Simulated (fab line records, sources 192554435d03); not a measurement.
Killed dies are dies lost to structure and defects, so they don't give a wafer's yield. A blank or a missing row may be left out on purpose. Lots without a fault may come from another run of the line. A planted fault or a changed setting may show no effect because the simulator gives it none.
A struck lot beside a sound one | flow n5_finfet | 37 steps out of a route of 1938
Sound: wafers L869.1, L869.2, L869.4. Struck: wafers L872.2, L872.3, L872.5. The cause comes at the end.
At each step with rows: each side's tool, then ch and its chambers, then its first start. Under that, the readings that differ: sound wafers | struck wafers | difference of the means | sigmas: that difference in standard deviations of wafers without a fault.
alike: readings whose means differ by less than 2 such deviations, and words and numbers that are the same on both sides. not compared: withheld readings, readings that some wafer has no value for, bounds like >300 that may hide the same value, and numbers for which the record gives no deviation and whose values overlap.
The two part at a step that has a row with sigmas, a row that says differs or no value, or rows on one side only. Numbers that don't overlap but have no deviation are shown without sigmas and don't part them. A reading that every wafer of one side lacks parts them only if that side has two wafers or more.

first, 9 steps without rows for these wafers: N5_BEOL_M4_ANNEAL_95 (time 240 s); N5_BEOL_M4_SPUTTER_96 (material Cu, target thk 4.5 nm, time 8.29 s); N5_BEOL_M4_ECD_50 (material Cu, target thk 300 nm); N5_BEOL_M4_ANNEAL_51 (time 90 s); N5_BEOL_M4_CMP_52 (polishes, stops on SiOC, t overpolish 6.8 s, target thk 40 nm); N5_BEOL_M4_PRE_CLEAN_60 (time 15 s); N5_BEOL_M4_CO_CAP_55 (material Co, precursor CCTBA/H2, target thk 2 nm, time 102.1 s); N5_BEOL_M4_PRE_CLEAN_56 (time 15 s); N5_BEOL_M4_DEP_57 (deposits SiCN from 3MS/NH3, target thk 8 nm, time 14 s).
N5_BEOL_M4_RC_MEAS_101:
  sound on prober-01 ch 0, day 12 11:18; struck on prober-01 ch 0, day 12 22:52
  reading       | sound          | struck         | difference | sigmas
  DIBL_N (mV/V) | 38.0 36.8 38.4 | 32.4 31.7 33.6 | -5.2       | -2
  alike: DIBL_P, IOFF_N, IOFF_P, ION_N, ION_P, SS_N, SS_P, VT_N, VT_P
then, 24 steps without rows for these wafers: N5_BEOL_M5_ILD_DEP_00 (deposits SiCOH lowk from DEMS/porogen, target thk 140.64 nm, time 25.9 s); N5_BEOL_M5_CURE_79 (cures SiCOH lowk, time 240 s); N5_BEOL_M5_PECVD_70 (deposits SiO2 from TEOS/O2, target thk 16 nm, time 18 s); N5_BEOL_M5_HM_DEP_02 (deposits TiN, target thk 20 nm); N5_BEOL_M5_COAT_59 (time 60 s, resist thk 60 nm); N5_BEOL_M5_COAT_60 (time 60 s, resist thk 12 nm); N5_BEOL_M5_COAT_71 (time 60 s, resist thk 5 nm); N5_BEOL_M5_COAT_05 (resist thk 30 nm); N5_BEOL_M5_EBR_07; N5_BEOL_M5_SOFTBAKE_06 (time 60 s); N5_BEOL_M5_EXPOSE_08 (exposes mask M5, target cd 28 nm); N5_BEOL_M5_PEB_09 (peb time 60 s); N5_BEOL_M5_DEVELOP_10 (develop time 30 s); N5_BEOL_M5_DESCUM_16 (chemistry O2, time 7 s); N5_BEOL_M5_ETCH_72 (etches underlayer in N2/H2, target depth 6.5 nm, time 5.2 s); N5_BEOL_M5_ETCH_61 (etches SiARC in CF4, target depth 15.6 nm, time 26 s); N5_BEOL_M5_ETCH_62 (etches SOC in N2/H2, target depth 75 nm, overetch 15 nm, time 112.5 s); N5_BEOL_M5_STRIP_63 (strips in N2/H2); N5_BEOL_M5_STRIP_73 (strips in N2/H2); N5_BEOL_M5_STRIP_64 (strips in CF4); N5_BEOL_M5_HM_OPEN_17 (chemistry Cl2/BCl3, target TiN, target depth 20 nm, overetch 6 nm); N5_BEOL_M5_STRIP_19 (strips in O2); N5_BEOL_M5_COAT_65 (time 60 s, resist thk 60 nm); N5_BEOL_M5_COAT_66 (time 60 s, resist thk 12 nm).
-- the record jumps here: 2 days lie between the struck wafers' starts before and after (it left off in module BEOL_M5 and takes up again in module BEOL_M10, whose first step shown is number 1511 of the route) --
N5_BEOL_M10_STRIP_36: strips in N2/H2.
  sound on rie_diel-01 ch 0,2,3, day 15 00:24; struck on rie_diel-01 ch 0,2,3, day 15 09:31
  no value came back on the struck wafers for any of 8 readings (bias_power_w (W), chamber_pressure_mTorr (mTorr) and others); on the sound wafers bias_power_w (W) reads 7.007 7.007 7.022
  reading                                   | sound | struck         | difference | sigmas
  model.SOC_of_BEOL_M10_COAT_63.thk_nm (nm) | 0 0 0 | 91.6 91.4 91.4 | +91.5      |
  not compared: rf_hours_counter_h
N5_BEOL_M10_ETCH_41: etches SiCN in CH3F/O2, target depth 42.6 nm, time 86 s.
  sound on rie_diel-01 ch 0,2,3; struck on rie_diel-01 ch 0,2,3, day 15 09:35
  reading                                   | sound | struck       | difference | sigmas
  model.SOC_of_BEOL_M10_COAT_63.thk_nm (nm) | 0 0 0 | 65 63.2 63.8 | +64        |
  alike: drypump_motor_current_A, oes_product_au, rf_vpp_V, showerhead_plenum_p_Torr, throttle_valve_pct
  not compared: rf_hours_counter_h
-- the record jumps here: 2 days lie between the struck wafers' starts before and after (it left off in module BEOL_M10 and takes up again in module PASSIVATION, whose first step shown is number 1936 of the route) --
N5_PASSIVATION_PROBE_49:
  sound on prober-01, day 16 23:07; struck on prober-02, day 17 18:26
  reading                  | sound          | struck         | difference | sigmas
  defect_limited_yield (%) | 93.3 90.7 91.2 | 0 0 0          | -92        | -71
  killed_at_M4_up          | 9 9 13         | 1113 1113 1077 | +1091      | +99 or more
  killed_at_contacts       | 24 24 33       | 4 5 2          | -23        | -3
  killed_at_other          | 7 8 5          | 5 1 0          | -5         | -2
  killed_dies              | 79 110 104     | 1180 1180 1180 | +1082      | +72
  killed_on_rim            | 13 20 12       | 152 152 152    | +137       | +32
  sort_bin_5_function (%)  | 4.2 4.9 5.1    | 97.0 97.0 96.5 | +92.1      | +99 or more
  sort_n_pass              | 1101 1070 1076 | 0 0 0          | -1082      | -68
  sort_yield_pct (%)       | 93.3 90.7 91.2 | 0 0 0          | -92        | -66
  alike: killed_at_M0_to_M3, killed_at_front_end, killed_open, killed_short, sort_bin_6_memory

WHERE THEY PART
First at N5_BEOL_M4_RC_MEAS_101; last, within this record, at N5_PASSIVATION_PROBE_49.

WHY: what the simulator had put in
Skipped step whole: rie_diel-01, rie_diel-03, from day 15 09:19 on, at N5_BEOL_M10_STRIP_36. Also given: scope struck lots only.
